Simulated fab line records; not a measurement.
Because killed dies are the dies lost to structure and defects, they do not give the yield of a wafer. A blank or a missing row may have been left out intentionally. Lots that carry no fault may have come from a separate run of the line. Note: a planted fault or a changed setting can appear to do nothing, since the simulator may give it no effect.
Matching of chambers :: flow n5Finfet :: N5_BEOL_M11_CURE_72 on uvCure-01 has 3 sister chambers
The step cures SiCOH lowk, time 120 s. 33 wafers are shown with their chamber, then 12 later ones without.

EACH WAFER AND ITS CHAMBER
wafer: L074.1
chamber: 0
wafer_temp_C_max: 371.0
lampPowerPct (%): 52.35

wafer: L074.2
chamber: 0
wafer_temp_C_max: 371.1
lampPowerPct (%): 52.32

wafer: L074.6
chamber: 0
wafer_temp_C_max: 370.9
lampPowerPct (%): 52.39

wafer: L075.1
chamber: 0
wafer_temp_C_max: 370.8
lampPowerPct (%): 52.29

wafer: L075.4
chamber: 0
wafer_temp_C_max: 371.3
lampPowerPct (%): 52.39

wafer: L075.5
chamber: 0
wafer_temp_C_max: 371.3
lampPowerPct (%): 52.41

wafer: L076.1
chamber: 2
wafer_temp_C_max: 372.1
lampPowerPct (%): 52.28

wafer: L076.2
chamber: 2
wafer_temp_C_max: 372.6
lampPowerPct (%): 52.23

wafer: L076.4
chamber: 2
wafer_temp_C_max: 372.0
lampPowerPct (%): 52.37

wafer: L078.3
chamber: 0
wafer_temp_C_max: 371.4
lampPowerPct (%): 52.25

wafer: L078.5
chamber: 0
wafer_temp_C_max: 371.4
lampPowerPct (%): 52.28

wafer: L078.6
chamber: 0
wafer_temp_C_max: 371.5
lampPowerPct (%): 52.34

wafer: L079.2
chamber: 0
wafer_temp_C_max: 371.8
lampPowerPct (%): 52.29

wafer: L079.4
chamber: 0
wafer_temp_C_max: 371.8
lampPowerPct (%): 52.26

wafer: L079.5
chamber: 0
wafer_temp_C_max: 371.3
lampPowerPct (%): 52.25

wafer: L080.3
chamber: 1
wafer_temp_C_max: 372.1
lampPowerPct (%): 52.30

wafer: L080.5
chamber: 1
wafer_temp_C_max: 371.6
lampPowerPct (%): 52.38

wafer: L080.6
chamber: 1
wafer_temp_C_max: 371.6
lampPowerPct (%): 52.32

wafer: L083.2
chamber: 2
wafer_temp_C_max: 372.4
lampPowerPct (%): 52.25

wafer: L083.5
chamber: 2
wafer_temp_C_max: 371.7
lampPowerPct (%): 52.36

wafer: L083.6
chamber: 2
wafer_temp_C_max: 372.3
lampPowerPct (%): 52.32

wafer: L087.1
chamber: 1
wafer_temp_C_max: 371.9
lampPowerPct (%): 52.27

wafer: L087.3
chamber: 1
wafer_temp_C_max: 371.7
lampPowerPct (%): 52.28

wafer: L087.5
chamber: 1
wafer_temp_C_max: 371.9
lampPowerPct (%): 52.23

wafer: L090.3
chamber: 0
wafer_temp_C_max: 371.6
lampPowerPct (%): 52.34

wafer: L090.5
chamber: 0
wafer_temp_C_max: 371.6
lampPowerPct (%): 52.28

wafer: L090.6
chamber: 0
wafer_temp_C_max: 371.4
lampPowerPct (%): 52.30

wafer: L088.2
chamber: 2
wafer_temp_C_max: 372.4
lampPowerPct (%): 52.33

wafer: L088.3
chamber: 2
wafer_temp_C_max: 372.3
lampPowerPct (%): 52.34

wafer: L088.5
chamber: 2
wafer_temp_C_max: 371.4
lampPowerPct (%): 52.31

wafer: L089.1
chamber: 0
wafer_temp_C_max: 371.2
lampPowerPct (%): 52.36

wafer: L089.2
chamber: 0
wafer_temp_C_max: 371.2
lampPowerPct (%): 52.32

wafer: L089.5
chamber: 0
wafer_temp_C_max: 370.7
lampPowerPct (%): 52.27

SIGNATURES (averages over the wafers above)
reading: wafer_temp_C_max
chamber 0: 371.294
chamber 1: 371.800
chamber 2: 372.133
scatter within a chamber: 0.318

reading: lampPowerPct
chamber 0: 52.3161
chamber 1: 52.2967
chamber 2: 52.3100
scatter within a chamber: 0.0495
Rule: for each reading, subtract the chamber's mean from the wafer's reading, divide by that reading's scatter and square the result; add these up over the readings and take the root, which gives the wafer's distance from the chamber. The wafer belongs to the nearest chamber; if the next one is less than 2 further off, it can't be placed. The scatter: take each reading less its chamber's mean, square it, sum over the shown wafers, divide by the number of wafers less the number of chambers, and take the root.

WAFERS WHOSE CHAMBER IS MISSING
wafer: L091.2
wafer_temp_C_max: 372.2
lampPowerPct (%): 52.28

wafer: L091.4
wafer_temp_C_max: 372.4
lampPowerPct (%): 52.30

wafer: L091.5
wafer_temp_C_max: 373.1
lampPowerPct (%): 52.30

wafer: L095.3
wafer_temp_C_max: 371.9
lampPowerPct (%): 52.36

wafer: L095.4
wafer_temp_C_max: 371.6
lampPowerPct (%): 52.32

wafer: L095.5
wafer_temp_C_max: 371.6
lampPowerPct (%): 52.28

wafer: L094.2
wafer_temp_C_max: 370.8
lampPowerPct (%): 52.20

wafer: L094.3
wafer_temp_C_max: 371.0
lampPowerPct (%): 52.21

wafer: L094.5
wafer_temp_C_max: 371.6
lampPowerPct (%): 52.28

wafer: L096.3
wafer_temp_C_max: 371.3
lampPowerPct (%): 52.23

wafer: L096.4
wafer_temp_C_max: 371.6
lampPowerPct (%): 52.31

wafer: L096.5
wafer_temp_C_max: 371.4
lampPowerPct (%): 52.39

WHICH CHAMBER EACH ONE RAN IN
wafer: L091.2
from the rows above: can't be placed: 2 or 1
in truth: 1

wafer: L091.4
from the rows above: can't be placed: 2 or 1
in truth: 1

wafer: L091.5
from the rows above: can't be placed: 2 or 1
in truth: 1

wafer: L095.3
from the rows above: can't be placed: 2 or 1 or 0
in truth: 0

wafer: L095.4
from the rows above: can't be placed: 1 or 0 or 2
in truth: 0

wafer: L095.5
from the rows above: can't be placed: 1 or 0 or 2
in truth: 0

wafer: L094.2
from the rows above: can't be placed: 0 or 1 or 2
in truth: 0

wafer: L094.3
from the rows above: can't be placed: 0 or 1 or 2
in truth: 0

wafer: L094.5
from the rows above: can't be placed: 1 or 0 or 2
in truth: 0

wafer: L096.3
from the rows above: can't be placed: 0 or 1 or 2
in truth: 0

wafer: L096.4
from the rows above: can't be placed: 1 or 0 or 2
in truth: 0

wafer: L096.5
from the rows above: can't be placed: 0 or 1 or 2
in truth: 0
0 of 12 placed correctly. From these rows, 12 cannot be placed; in 12 the true chamber is one of the candidates. 0 placed wrongly.
